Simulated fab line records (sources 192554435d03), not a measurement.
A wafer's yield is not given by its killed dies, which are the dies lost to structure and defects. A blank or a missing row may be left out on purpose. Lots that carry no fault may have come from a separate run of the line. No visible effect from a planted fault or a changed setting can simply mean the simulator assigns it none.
Lot-split experiment :: flow n5Finfet :: 21 wafers read across 7 lots, on a route 1938 steps long

## ABOUT THE SPLIT
At N5_MOL_CONTACT_COAG_COAT_104 (time 60 s, resist thk 12 nm), the setting spinRpm was moved away from the recipe's 1500 rpm on 6 of the 21 wafers read, by -6.4% to +10.4%. The other wafers ran this setting at the recipe's value.

## FROM THE SPLIT TO THE READING: what the file shows between them, 6 steps
- N5_MOL_CONTACT_COAG_EXPOSE_05: exposes mask CA, defocus 0 nm (also split here: doseMj)
- N5_MOL_CONTACT_COAG_PEB_06: peb time 60 s
- N5_MOL_CONTACT_COAG_DEVELOP_07: develop time 30 s
- N5_MOL_CONTACT_COAG_CD_MEAS_08: target cd 28 nm
- N5_MOL_CONTACT_COAG_DESCUM_13: chemistry O2, time 7 s
- N5_MOL_CONTACT_COAG_ETCH_59: etches underlayer in N2/H2, target depth 13 nm, time 10.4 s

## THE READING
etch.depthNm (the simulator's own value, which no gauge read), in nm, at N5_MOL_CONTACT_COAG_ETCH_105 (etches SiARC in CF4, target depth 15.6 nm, time 26 s). No usual value for it is given in the file. Here, 15 wafers ran the recipe; their average is 12.01 nm with a standard deviation of 0.041 nm.

wafer: L081.3
tool, chamber at the split: lithoTrack-03, 0
spinRpm as run, rpm: 1500
against the recipe: recipe
etch.depthNm, nm: 12.03
against lot-mates on the recipe: -

wafer: L081.4
tool, chamber at the split: lithoTrack-03, 0
spinRpm as run, rpm: 1500
against the recipe: recipe
etch.depthNm, nm: 12.02
against lot-mates on the recipe: -

wafer: L081.5
tool, chamber at the split: lithoTrack-03, 0
spinRpm as run, rpm: 1500
against the recipe: recipe
etch.depthNm, nm: 12.05
against lot-mates on the recipe: -

wafer: L082.1
tool, chamber at the split: lithoTrack-03, 0
spinRpm as run, rpm: 1633
against the recipe: +8.9%
etch.depthNm, nm: 11.56
against lot-mates on the recipe: -0.45

wafer: L082.2
tool, chamber at the split: lithoTrack-03, 0
spinRpm as run, rpm: 1500
against the recipe: recipe
etch.depthNm, nm: 12.02
against lot-mates on the recipe: -

wafer: L082.5
tool, chamber at the split: lithoTrack-03, 0
spinRpm as run, rpm: 1500
against the recipe: recipe
etch.depthNm, nm: 12
against lot-mates on the recipe: -

wafer: L087.3
tool, chamber at the split: lithoTrack-02, 0
spinRpm as run, rpm: 1500
against the recipe: recipe
etch.depthNm, nm: 11.99
against lot-mates on the recipe: -

wafer: L087.4
tool, chamber at the split: lithoTrack-02, 0
spinRpm as run, rpm: 1656
against the recipe: +10.4%
etch.depthNm, nm: 11.43
against lot-mates on the recipe: -0.56

wafer: L087.5
tool, chamber at the split: lithoTrack-02, 0
spinRpm as run, rpm: 1656
against the recipe: +10.4%
etch.depthNm, nm: 11.42
against lot-mates on the recipe: -0.57

wafer: L089.2
tool, chamber at the split: lithoTrack-03, 0
spinRpm as run, rpm: 1500
against the recipe: recipe
etch.depthNm, nm: 12.02
against lot-mates on the recipe: -

wafer: L089.4
tool, chamber at the split: lithoTrack-03, 0
spinRpm as run, rpm: 1404
against the recipe: -6.4%
etch.depthNm, nm: 12.43
against lot-mates on the recipe: +0.41

wafer: L089.6
tool, chamber at the split: lithoTrack-03, 0
spinRpm as run, rpm: 1404
against the recipe: -6.4%
etch.depthNm, nm: 12.42
against lot-mates on the recipe: +0.40

wafer: L091.2
tool, chamber at the split: lithoTrack-03, 0
spinRpm as run, rpm: 1500
against the recipe: recipe
etch.depthNm, nm: 12.1
against lot-mates on the recipe: -

wafer: L091.5
tool, chamber at the split: lithoTrack-03, 0
spinRpm as run, rpm: 1500
against the recipe: recipe
etch.depthNm, nm: 12.05
against lot-mates on the recipe: -

wafer: L091.6
tool, chamber at the split: lithoTrack-03, 0
spinRpm as run, rpm: 1586
against the recipe: +5.7%
etch.depthNm, nm: 11.73
against lot-mates on the recipe: -0.34

wafer: L093.1
tool, chamber at the split: lithoTrack-02, 0
spinRpm as run, rpm: 1500
against the recipe: recipe
etch.depthNm, nm: 11.96
against lot-mates on the recipe: -

wafer: L093.3
tool, chamber at the split: lithoTrack-02, 0
spinRpm as run, rpm: 1500
against the recipe: recipe
etch.depthNm, nm: 11.99
against lot-mates on the recipe: -

wafer: L093.5
tool, chamber at the split: lithoTrack-02, 0
spinRpm as run, rpm: 1500
against the recipe: recipe
etch.depthNm, nm: 11.98
against lot-mates on the recipe: -

wafer: L097.1
tool, chamber at the split: lithoTrack-02, 0
spinRpm as run, rpm: 1500
against the recipe: recipe
etch.depthNm, nm: 11.96
against lot-mates on the recipe: -

wafer: L097.5
tool, chamber at the split: lithoTrack-02, 0
spinRpm as run, rpm: 1500
against the recipe: recipe
etch.depthNm, nm: 11.94
against lot-mates on the recipe: -

wafer: L097.6
tool, chamber at the split: lithoTrack-02, 0
spinRpm as run, rpm: 1500
against the recipe: recipe
etch.depthNm, nm: 11.97
against lot-mates on the recipe: -

THE FIT
A straight line over all 21 wafers: etch.depthNm changes by -0.0567 nm for each +1% of spinRpm; r = -0.99; the points scatter about the line by 0.043 nm.
The same after taking each lot's own level away (the mean of its wafers on the recipe; 21 wafers): -0.0563 nm for each +1%; r = -1.00; scatter 0.022 nm.
That fit puts the effect of the largest move of spinRpm on the reading at 0.59 nm.
From 11.957 to 12.075 nm: that is the span of the lots' own levels, equal to 2.9 times the standard deviation above.
Hence the lot-to-lot level has little effect on the slope; both slopes agree.
Check: -0.585 nm against its lot-mates is what the line predicts for one of the wafers moved furthest among these (+10.4%) when that wafer is left out of the fit. Against them it came out at -0.56 nm.

## THE OTHER SPLITS THESE WAFERS WENT THROUGH
Other splits were also applied to these wafers ahead of the reading. Each is held against what the fit with the lots' levels taken away leaves over:
other split on the same wafers: N5_SD_EPI_N_DEVELOP_08 developTimeS
wafers away from the commonest value: 5
r with etch.depthNm (lot level and that fit taken away): +0.49

other split on the same wafers: N5_SDB_COAT_05 spinRpm
wafers away from the commonest value: 7
r with etch.depthNm (lot level and that fit taken away): +0.05

other split on the same wafers: N5_HKMG_FIN_CVD_62 tempC
wafers away from the commonest value: 7
r with etch.depthNm (lot level and that fit taken away): -0.27

other split on the same wafers: N5_HKMG_FIN_COAT_85 spinRpm
wafers away from the commonest value: 7
r with etch.depthNm (lot level and that fit taken away): +0.18

other split on the same wafers: N5_MOL_CONTACT_COAG_EXPOSE_05 doseMj
wafers away from the commonest value: 5
r with etch.depthNm (lot level and that fit taken away): -0.21

## THE WHOLE CHAIN: every reading that the file lists as answering this split, in the file's order
step: N5_MOL_CONTACT_COAG_COAT_104
what it does: time 60 s, resist thk 12 nm
reading: SiARC_of_MOL_CONTACT_COAG_COAT_104.thkNm (the simulator's own value, which no gauge read)
change (the file's fit): -0.054 nm for each +1% of the setting
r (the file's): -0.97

step: N5_MOL_CONTACT_COAG_ETCH_105
what it does: etches SiARC in CF4, target depth 15.6 nm, time 26 s
reading: CAR-EUV_of_MOL_CONTACT_COAG_COAT_02.thkNm (the simulator's own value, which no gauge read)
change (the file's fit): +0.0493 nm for each +1% of the setting
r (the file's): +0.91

step: N5_MOL_CONTACT_COAG_ETCH_105
what it does: etches SiARC in CF4, target depth 15.6 nm, time 26 s
reading: etch.depthNm (the simulator's own value, which no gauge read)
change (the file's fit): -0.0557 nm for each +1% of the setting
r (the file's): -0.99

## FILE'S OWN FIT
etch.depthNm changes by -0.0557 nm for each +1% of spinRpm, r = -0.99.
